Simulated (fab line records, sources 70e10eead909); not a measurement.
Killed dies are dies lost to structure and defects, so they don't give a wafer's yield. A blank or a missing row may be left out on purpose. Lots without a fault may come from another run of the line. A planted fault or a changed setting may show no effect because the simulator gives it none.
fab line records | flow nand_harc
record lots=6 wafers=18 last_day=25
route steps=1159 shown P_BONDPAD@365 END@1159
lots that met no fault: from a run of the same line without faults
start_h: hours from the record's first day to the start of the lot's first wafer shown | wait_h: hours since the lot's step before | " the same as in the row above | L1.1+2: a row that stands for several wafers | - no value, or no start given | * or withheld: withheld | < > ~ a bound
route shown NAME@n: a module of which the file shows steps, and the number in the route of the first | usual: mean/standard deviation of fault-free wafers | same: alike in all rows | chamber/n: place in a boat | sites: the reading at each site | _std_site: their standard deviation | _edge_site: outer sites' mean less inner sites' | radius_mm: how far each site lies from the wafer's centre | mask NAME#n: copy n | behind: the tool/chamber that last shaped the wafer | hold: why the lot was held/for how many hours/how that ended | device: the transistor (n, p or np) that didn't switch | end of line: the same wafers' tests at the end of the route | a step without rows: its recipe alone | killed: dies lost to structure and defects at the first sort, not the wafer's yield | map: a wafer's dies, x killed, . not, _ none there
set.NAME: the setting as run; set.NAME@STEP: as run at that earlier step | model.NAME: the simulator's own value behind a step, which no gauge read
lots at some steps of the route; a table a step, a row a wafer
services: from which hour (start_h, from the record's first day; less than 0 if before it) a tool's chamber was out of use, for how many hours, and why
## steps
# step NHARC_P_BONDPAD_OVL_MEAS_38
# usual overlay_x_nm=1/6 overlay_y_nm=-1/5.2
# columns lot.wafer tool chamber start_h wait_h overlay_x_nm overlay_y_nm
L895.2 overlay-02 - 232.48 - -1 4
L895.5 " - " " -1 4
L895.6 " - " " -1 4
L897.3 overlay-02 - 235.96 - 0 -10
L897.4 " - " " 0 -10
L897.6 " - " " 0 -10
L898.1 overlay-02 - 241.77 - 0 -5
L898.3 " - " " 0 -5
L898.6 " - " " -1 -4
L899.2 overlay-02 - 250.94 - 8 0
L899.4 " - " " 8 -1
L899.6 " - " " 8 0
L901.2 overlay-02 - 258.27 - -4 -6
L901.4 " - " " -4 -6
L901.6 " - " " -4 -6
L902.1 overlay-01 - 261.88 - -10 -1
L902.5 " - " " -10 0
L902.6 " - " " -9 0
# step NHARC_P_BONDPAD_HARDBAKE_10
# recipe temp_c=118 time_s=65
# step NHARC_P_BONDPAD_DESCUM_11
# recipe time_s=3 o2_flow_sccm=200 ar_flow_sccm=0 bias_power_w=0 chemistry=O2
# usual drypump_motor_current_A=5.5/0.56 oes_product_au=1.003/0.011 rf_vpp_V=57.6/0.9 showerhead_plenum_p_Torr=1.85/0.045 throttle_valve_pct=11.312/0.0086
# columns lot.wafer tool chamber start_h wait_h drypump_motor_current_A oes_product_au rf_hours_counter_h rf_vpp_V showerhead_plenum_p_Torr throttle_valve_pct
L895.2 rie_diel-01 3 232.68 - 4.8 1.017 31 58.1 1.85 11.318
L895.6 " 1 " " 5.2 1.026 - 59.5 1.96 11.295
L895.5 " 2 " " 5.7 1.020 - 58.3 1.84 11.300
L897.3 rie_diel-11 0 236.11 - 6.0 0.981 16 58.8 1.96 11.315
L897.4 " 1 " " 5.1 0.997 - 56.5 1.81 11.305
L897.6 " 0 " " 6.0 0.975 - 59.2 1.96 11.319
L898.1 rie_diel-09 2 241.91 - 5.0 0.999 15 58.3 1.82 11.307
L898.3 " 3 " " 6.5 1.005 15 57.1 1.81 11.309
L898.6 " 0 " " 5.7 0.993 - 58.8 1.85 11.324
L899.2 rie_diel-09 0 251.07 - 5.7 0.986 16 57.6 1.85 11.314
L899.4 " 1 " " 5.1 1.006 16 57.3 1.87 11.318
L899.6 " 0 " " 5.7 0.989 - 58.0 1.85 11.301
L901.4 rie_diel-01 1 258.41 - 5.2 1.012 44 57.6 1.96 11.305
L901.2 " 3 " " 4.8 1.009 39 58.9 1.85 11.313
L901.6 " 1 " " 5.2 1.020 - 57.1 1.95 11.324
L902.1 rie_diel-01 3 262.03 - 4.8 1.009 41 58.5 1.85 11.305
L902.6 " 2 " " 5.7 1.026 - 57.5 1.84 11.337
L902.5 " 3 " " 4.9 1.005 - 57.3 1.85 11.319
# step NHARC_P_BONDPAD_ETCH_37
# recipe target_depth_a=600 overetch_a=180 time_s=65.91 ion_energy_ev=200 n2_flow_sccm=150 h2_flow_sccm=150 ar_flow_sccm=0 rf_w=400 bias_w=150 chemistry=N2/H2
# usual drypump_motor_current_A=5.6/0.59 h2_flow_sccm=150.0/0.46 n2_flow_sccm=150.0/0.42 oes_product_au=1.003/0.011 rf_vpp_V=428.4/1.6 showerhead_plenum_p_Torr=1.97/0.047 throttle_valve_pct=14.172/0.008
# columns lot.wafer tool chamber start_h wait_h drypump_motor_current_A h2_flow_sccm n2_flow_sccm oes_product_au rf_hours_counter_h rf_vpp_V showerhead_plenum_p_Torr throttle_valve_pct
L895.2 rie_diel-01 3 232.76 0.1 4.9 149.6 149.7 1.007 31 427.9 1.97 14.170
L895.6 " 1 " " 5.3 150.3 149.3 1.021 - 431.9 2.09 14.172
L895.5 " 2 " " 5.7 149.0 150.4 1.018 - 427.7 1.96 14.185
L897.3 rie_diel-11 0 236.20 0.1 6.0 150.5 150.1 0.976 16 432.7 2.09 14.171
L897.4 " 3 " " 5.5 150.2 149.7 1.011 - 428.3 1.95 14.158
L897.6 " 1 " " 5.1 150.3 149.8 1.015 - 428.7 1.93 14.178
L898.1 rie_diel-09 1 241.99 0.1 5.1 150.2 149.4 1.017 15 427.1 1.99 14.171
L898.3 " 2 " " 5.1 150.8 150.2 1.008 15 427.2 1.93 14.178
L898.6 " 1 " " 5.1 150.2 149.8 0.999 - 428.3 1.99 14.179
L899.2 rie_diel-09 0 251.17 0.1 5.7 150.9 149.7 0.986 16 427.5 1.97 14.169
L899.4 " 1 " " 5.0 150.0 150.3 1.004 16 429.6 1.99 14.189
L899.6 " 3 " " 6.5 150.4 150.1 0.987 - 427.8 1.92 14.163
L901.2 rie_diel-01 0 258.55 0.1 6.6 149.7 149.5 0.993 40 425.7 1.91 14.161
L901.4 " 2 " " 5.7 150.5 149.7 1.012 44 430.1 1.96 14.181
L901.6 " 0 " " 6.6 149.5 149.6 0.984 - 427.5 1.91 14.169
L902.1 rie_diel-01 3 262.20 0.2 4.8 148.8 150.1 1.006 41 428.2 1.97 14.170
L902.6 " 3 " " 4.9 149.5 149.7 1.016 - 429.2 1.97 14.166
L902.5 " 0 " " 6.6 150.4 150.0 0.997 - 426.7 1.91 14.174
# step NHARC_P_BONDPAD_ETCH_12
# recipe target_depth_a=2000 time_s=100 chf3_flow_sccm=50 o2_flow_sccm=10 ar_flow_sccm=200 rf_w=500 bias_w=200 chemistry=CHF3/O2
# step NHARC_P_BONDPAD_CD_MEAS_13
# usual cd_nm=500.0/2.3
# columns lot.wafer tool chamber start_h wait_h cd_nm
L895.2 cd_sem-03 - 233.03 - 497.1
L895.5 " - " " 498.7
L895.6 " - " " 499.6
L897.3 cd_sem-02 - 236.45 - 496.9
L897.4 " - " " 503.6
L897.6 " - " " 500.8
L898.1 cd_sem-02 - 242.21 - 499.9
L898.3 " - " " 499.9
L898.6 " - " " 501.3
L899.2 cd_sem-03 - 251.39 - 499.1
L899.4 " - " " 496.0
L899.6 " - " " 499.4
L901.2 cd_sem-02 - 258.85 - 501.8
L901.4 " - " " 502.0
L901.6 " - " " 497.5
L902.1 cd_sem-01 - 262.60 - 497.9
L902.5 " - " " 501.6
L902.6 " - " " 498.1
# step NHARC_P_BONDPAD_STRIP_15
# recipe o2_flow_sccm=500 ar_flow_sccm=0 bias_w=0 chemistry=O2
# usual drypump_motor_current_A=5.6/0.58 oes_product_au=1.002/0.012 rf_vpp_V=57.5/0.84 showerhead_plenum_p_Torr=3.41/0.076 throttle_valve_pct=17.036/0.0088
# columns lot.wafer tool chamber start_h wait_h drypump_motor_current_A oes_product_au rf_hours_counter_h rf_vpp_V showerhead_plenum_p_Torr throttle_valve_pct
L895.2 rie_diel-11 0 233.11 0.1 6.0 0.972 15 57.9 3.61 17.046
L895.5 " 0 " " 6.0 0.973 - 57.9 3.61 17.016
L895.6 " 3 " " 5.5 1.015 - 56.6 3.38 17.039
L897.4 rie_diel-09 1 236.52 0.1 5.1 1.006 15 58.6 3.45 17.048
L897.3 " 2 " " 5.1 0.997 14 56.2 3.36 17.026
L897.6 " 2 " " 5.0 0.996 - 57.2 3.36 17.036
L898.3 rie_diel-09 2 242.28 0.1 5.1 1.003 15 55.3 3.36 17.037
L898.1 " 3 " " 6.5 0.992 15 57.7 3.35 17.054
L898.6 " 3 " " 6.5 0.990 - 57.7 3.35 17.046
L899.2 rie_diel-09 1 251.46 0.1 5.1 1.014 16 58.6 3.45 17.022
L899.4 " 0 " " 5.7 0.992 16 57.3 3.42 17.043
L899.6 " 1 " " 5.0 1.008 - 57.3 3.45 17.031
L901.2 rie_diel-01 3 258.92 0.1 4.9 1.003 40 56.9 3.42 17.034
L901.4 " 1 " " 5.2 1.016 44 59.8 3.60 17.048
L901.6 " 3 " " 4.9 1.001 - 56.7 3.42 17.025
L902.1 rie_diel-01 0 262.71 0.1 6.6 0.988 42 57.4 3.32 17.050
L902.6 " 0 " " 6.6 0.986 - 58.2 3.32 17.018
L902.5 " 2 " " 5.7 1.013 - 58.6 3.40 17.043
# step NHARC_P_BONDPAD_ETCH_24
# recipe target_depth_a=300 over_etch_frac=0.3 time_s=72.99 ion_energy_ev=150 cf4_flow_sccm=50 n2_flow_sccm=100 ar_flow_sccm=150 rf_w=300 bias_w=100 chemistry=CF4/N2
# step NHARC_P_BONDPAD_STRIP_16
# recipe time_s=600 temp_c=30 chemistry=post_etch_residue_remover
# step NHARC_P_BONDPAD_DEGAS_25
# recipe temp_c=300 time_s=60
# usual heater_power_w=467/49
# columns lot.wafer tool chamber start_h wait_h heater_power_w
L895.2 pvd_sputter-01 - 233.79 - 511
L895.5 " - " " 362
L895.6 " - " " 508
L897.3 pvd_sputter-03 - 237.08 - 531
L897.4 " - " " 440
L897.6 " - " " 544
L898.1 pvd_sputter-01 - 242.85 - 365
L898.3 " - " " 490
L898.6 " - " " 455
L899.4 pvd_sputter-03 - 252.02 - 451
L899.2 " - " " 449
L899.6 " - " " 542
L901.2 pvd_sputter-01 - 259.47 - 512
L901.4 " - " " 508
L901.6 " - " " 500
L902.1 pvd_sputter-02 - 263.33 - 473
L902.5 " - " " 417
L902.6 " - " " 479
# step NHARC_P_BONDPAD_PRE_CLEAN_26
# recipe time_s=30 temp_c=280 gas=H2/He
# step NHARC_P_BONDPAD_PVD_17
# recipe target_thk_a=50 bias_v=168.6 power_w=15000 chamber_pressure_pa=0.12 time_s=8.06 substrate_temp_c=50 material=TaN
# usual bias_v=168.7/1.6 cathode_dc_power_W=15000/2.8 throttle_valve_pct=30.5/0.96
# columns lot.wafer tool chamber start_h wait_h bias_v cathode_dc_power_W throttle_valve_pct
L895.2 pvd_sputter-01 - - - 168.1 15000 30.1
L895.5 " - " " 170.0 14997 30.7
L895.6 " - " " 170.2 14996 30.3
L897.3 pvd_sputter-03 - - - 170.0 15003 32.0
L897.4 " - " " 170.6 15003 30.6
L897.6 " - " " 165.6 15001 30.3
L898.1 pvd_sputter-01 - - - 167.1 15000 30.8
L898.3 " - " " 169.5 15001 31.7
L898.6 " - " " 167.2 15000 30.6
L899.4 pvd_sputter-03 - - - 168.3 14997 30.1
L899.2 " - " " 164.9 15002 31.6
L899.6 " - " " 169.5 15001 30.7
L901.4 pvd_sputter-01 - - - 168.0 14998 30.8
L901.2 " - " " 170.0 15001 30.3
L901.6 " - " " 167.0 14998 31.5
L902.1 pvd_sputter-02 - - - 167.5 15000 28.1
L902.5 " - " " 168.9 15000 29.6
L902.6 " - " " 168.0 14998 29.6
# step NHARC_P_BONDPAD_PVD_27
# recipe target_thk_a=300 chamber_pressure_pa=5 power_w=5000 substrate_temp_c=30 time_s=20.49 material=Cu
# usual cathode_dc_power_W=5000.3/0.96 chamber_pressure_pa=5.001/0.011 throttle_valve_pct=30.5/0.95
# columns lot.wafer tool chamber start_h wait_h cathode_dc_power_W chamber_pressure_pa throttle_valve_pct
L895.2 pvd_sputter-01 - 234.02 - 5000.6 4.985 30.2
L895.5 " - " " 5000.2 5.018 29.3
L895.6 " - " " 5000.5 5.006 31.0
L897.3 pvd_sputter-03 - 237.31 - - - -
L897.4 " - " " - - -
L897.6 " - " " - - -
L898.1 pvd_sputter-01 - 243.08 - - - -
L898.3 " - " " - - -
L898.6 " - " " - - -
L899.2 pvd_sputter-03 - 252.23 - 5001.0 5.006 30.4
L899.4 " - " " 5001.0 5.010 31.8
L899.6 " - " " 5001.1 5.001 30.2
L901.2 pvd_sputter-01 - 259.69 - 5000.0 5.004 30.5
L901.4 " - " " 4998.5 4.993 31.4
L901.6 " - " " 4999.0 4.986 29.9
L902.1 pvd_sputter-02 - 263.56 - 5000.0 4.996 29.6
L902.5 " - " " 5001.5 4.993 32.0
L902.6 " - " " 4999.6 4.987 29.4
# step NHARC_P_BONDPAD_ECD_18
# recipe target_thk_a=4000 bath_temp_c=25 material=Cu
# step NHARC_END_SORT_01
# recipe temp_c=25
# usual defect_limited_yield=95.4/1.8 killed_at_array=28/11 killed_at_other=0.7/0.88 killed_at_periphery=3.1/2.2 killed_dies=31/12 killed_open=3.3/2 killed_short=2.0/1.6 sort_bin_2_pct=1.5/0.73 sort_bin_3_pct=0.27/0.22 sort_bin_4_pct=2.9/1.1 sort_n_pass=646/12 sort_rim_yield_pct=93/3.9 sort_yield_pct=95.4/1.8
# same gross_dies=677 sort_bin_5_pct[%]=0 sort_bin_6_pct[%]=0 sort_bin_7_pct[%]=0 sort_bin_8_pct[%]=0 sort_rim_n_gross=106.00
# columns lot.wafer tool chamber start_h wait_h defect_limited_yield[%] killed_at_array killed_at_other killed_at_periphery killed_dies killed_open killed_short sort_bin_2_pct[%] sort_bin_3_pct[%] sort_bin_4_pct[%] sort_n_pass sort_rim_yield_pct[%] sort_yield_pct[%]
L897.3 prober-02 0 571.66 3.1 0 9 1 667 677 3 2 98.8 0 1.2 0 0 0
L897.4 prober-02 0 572.46 3.4 0 11 1 665 677 2 2 98.8 0 1.2 0 0 0
L897.6 prober-02 0 574.07 4.0 0 11 0 666 677 3 2 98.8 0 1.2 0 0 0
L898.1 prober-01 0 585.71 2.5 0 25 0 652 677 3 1 96.5 0.44 3.1 0 0 0
L898.3 prober-01 0 587.33 3.1 0 23 0 654 677 3 0 97.0 0.15 2.8 0 0 0
L898.6 prober-01 0 589.77 4.1 0 24 0 653 677 3 1 97.5 0.15 2.4 0 0 0
# killed by level:class
L897.3 P_BONDPAD:area_pvd=666 A_CHANNEL_HOLE_D1:chamber_film_flake=4 A_WL_FILL:geometric_particle:short=2 P_GATE:geometric_particle:open=1 A_WL_FILL:geometric_particle:open=1 STARTING-WAFER:geometric_particle:open=1 A_CHANNEL_FILL_D1:chamber_film_flake=1 A_STAIRCASE:chamber_film_flake=1
L897.4 P_BONDPAD:area_pvd=664 A_CHANNEL_HOLE_D1:chamber_film_flake=5 A_SGD_CUT:geometric_particle:short=1 A_CONTACT:geometric_particle:open=1 A_BLC:geometric_particle:open=1 A_M1:geometric_particle:short=1 P_ZERO_WELL:chamber_film_flake=1 A_STAIRCASE:chamber_film_flake=1
L897.6 P_BONDPAD:area_pvd=664 A_CHANNEL_HOLE_D1:chamber_film_flake=7 A_CONTACT:geometric_particle:open=2 P_M1:geometric_particle:open=1 A_CHANNEL_HOLE_D1:geometric_particle:short=1 A_WL_FILL:geometric_particle:short=1 P_STI:chamber_film_flake=1
L898.1 P_BONDPAD:area_pvd=645 A_CHANNEL_HOLE_D1:chamber_film_flake=14 P_CONTACT:chamber_film_flake=6 A_CONTACT:chamber_film_flake=4 A_STAIRCASE:chamber_film_flake=2 P_CONTACT:geometric_particle:open=1 A_WL_FILL:geometric_particle:open=1 A_CONTACT:geometric_particle:open=1
L898.3 P_BONDPAD:area_pvd=652 A_CHANNEL_HOLE_D1:chamber_film_flake=13 A_CONTACT:geometric_particle:open=3 A_SLIT:chamber_film_flake=2 A_CONTACT:chamber_film_flake=2 P_STI:chamber_film_flake=1 P_CONTACT:chamber_film_flake=1 A_CHANNEL_FILL_D1:chamber_film_flake=1
L898.6 P_BONDPAD:area_pvd=651 A_CHANNEL_HOLE_D1:chamber_film_flake=13 A_CONTACT:chamber_film_flake=4 A_STAIRCASE:chamber_film_flake=3 P_GATE:geometric_particle:open=1 A_WL_FILL:geometric_particle:short=1 A_CONTACT:geometric_particle:open=1 A_BLC:geometric_particle:open=1
# map L897.3 (x killed, . not)
____________x____________
_________xxxxxxx_________
_______xxxxxxxxxxx_______
______xxxxxxxxxxxxx______
_____xxxxxxxxxxxxxxx_____
____xxxxxxxxxxxxxxxxx____
____xxxxxxxxxxxxxxxxx____
___xxxxxxxxxxxxxxxxxxx___
___xxxxxxxxxxxxxxxxxxx___
__xxxxxxxxxxxxxxxxxxxxx__
__xxxxxxxxxxxxxxxxxxxxx__
_xxxxxxxxxxxxxxxxxxxxxxx_
_xxxxxxxxxxxxxxxxxxxxxxx_
_xxxxxxxxxxxxxxxxxxxxxxx_
_xxxxxxxxxxxxxxxxxxxxxxx_
_xxxxxxxxxxxxxxxxxxxxxxx_
xxxxxxxxxxxxxxxxxxxxxxxxx
xxxxxxxxxxxxxxxxxxxxxxxxx
xxxxxxxxxxxxxxxxxxxxxxxxx
xxxxxxxxxxxxxxxxxxxxxxxxx
xxxxxxxxxxxxxxxxxxxxxxxxx
_xxxxxxxxxxxxxxxxxxxxxxx_
_xxxxxxxxxxxxxxxxxxxxxxx_
_xxxxxxxxxxxxxxxxxxxxxxx_
_xxxxxxxxxxxxxxxxxxxxxxx_
_xxxxxxxxxxxxxxxxxxxxxxx_
__xxxxxxxxxxxxxxxxxxxxx__
__xxxxxxxxxxxxxxxxxxxxx__
___xxxxxxxxxxxxxxxxxxx___
___xxxxxxxxxxxxxxxxxxx___
____xxxxxxxxxxxxxxxxx____
____xxxxxxxxxxxxxxxxx____
_____xxxxxxxxxxxxxxx_____
______xxxxxxxxxxxxx______
_______xxxxxxxxxxx_______
_________xxxxxxx_________
____________x____________
# map L898.1 (x killed, . not)
____________x____________
_________xxxxxxx_________
_______xxxxxxxxxxx_______
______xxxxxxxxxxxxx______
_____xxxxxxxxxxxxxxx_____
____xxxxxxxxxxxxxxxxx____
____xxxxxxxxxxxxxxxxx____
___xxxxxxxxxxxxxxxxxxx___
___xxxxxxxxxxxxxxxxxxx___
__xxxxxxxxxxxxxxxxxxxxx__
__xxxxxxxxxxxxxxxxxxxxx__
_xxxxxxxxxxxxxxxxxxxxxxx_
_xxxxxxxxxxxxxxxxxxxxxxx_
_xxxxxxxxxxxxxxxxxxxxxxx_
_xxxxxxxxxxxxxxxxxxxxxxx_
_xxxxxxxxxxxxxxxxxxxxxxx_
xxxxxxxxxxxxxxxxxxxxxxxxx
xxxxxxxxxxxxxxxxxxxxxxxxx
xxxxxxxxxxxxxxxxxxxxxxxxx
xxxxxxxxxxxxxxxxxxxxxxxxx
xxxxxxxxxxxxxxxxxxxxxxxxx
_xxxxxxxxxxxxxxxxxxxxxxx_
_xxxxxxxxxxxxxxxxxxxxxxx_
_xxxxxxxxxxxxxxxxxxxxxxx_
_xxxxxxxxxxxxxxxxxxxxxxx_
_xxxxxxxxxxxxxxxxxxxxxxx_
__xxxxxxxxxxxxxxxxxxxxx__
__xxxxxxxxxxxxxxxxxxxxx__
___xxxxxxxxxxxxxxxxxxx___
___xxxxxxxxxxxxxxxxxxx___
____xxxxxxxxxxxxxxxxx____
____xxxxxxxxxxxxxxxxx____
_____xxxxxxxxxxxxxxx_____
______xxxxxxxxxxxxx______
_______xxxxxxxxxxx_______
_________xxxxxxx_________
____________x____________
## services
# columns tool chamber start_h hours kind
pvd_sputter-02 - 214.00 10.0 pm
rie_diel-01 0 220.75 - clean
rie_diel-01 1 220.75 - clean
rie_diel-01 2 220.75 - clean
rie_diel-01 3 220.75 - clean
rie_diel-11 2 228.09 10.0 repair
rie_diel-01 - 228.51 2.2 repair
pvd_sputter-02 - 229.81 2.5 repair
rie_diel-09 0 233.10 - clean
rie_diel-09 1 233.10 - clean
rie_diel-09 2 233.10 - clean
rie_diel-09 3 233.10 - clean
rie_diel-01 0 245.25 - clean
rie_diel-01 1 245.25 - clean
rie_diel-01 2 245.25 - clean
rie_diel-01 3 245.25 - clean
rie_diel-09 - 254.10 9.0 pm
rie_diel-09 0 254.10 9.0 vent_cycle
rie_diel-09 1 254.10 9.0 vent_cycle
rie_diel-09 2 254.10 9.0 vent_cycle
rie_diel-09 3 254.10 9.0 vent_cycle
rie_diel-01 1 261.53 5.9 repair
rie_diel-09 0 263.10 - clean
rie_diel-09 1 263.10 - clean
## key
first_sign step=NHARC_P_BONDPAD_PVD_27 reading=tool_record direction=missing
effect step=NHARC_END_SORT_01 reading=killed_at_periphery direction=up sigmas=99+ usual=3.1 struck=659.5
more_kills_born_at NHARC_P_BONDPAD_PVD_27@pvd_sputter-03=1994 NHARC_P_BONDPAD_PVD_27@pvd_sputter-01=1948
met_at NHARC_P_BONDPAD_PVD_27
struck_wafers L897.3,L897.4,L897.6,L898.1,L898.3,L898.6
later_rows_left_out L897.3,L897.4,L897.6,L898.1,L898.3,L898.6
onset_between 234.02 237.31
fault kind=skipped_step_whole tool=pvd_sputter-01,pvd_sputter-03 chamber=- onset_h=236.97 steps=NHARC_P_BONDPAD_PVD_27 scope=struck_lots_only
# later_rows_left_out: the simulator's readings of these wafers behind a module that went badly wrong aren't trusted and aren't shown, but for the sort
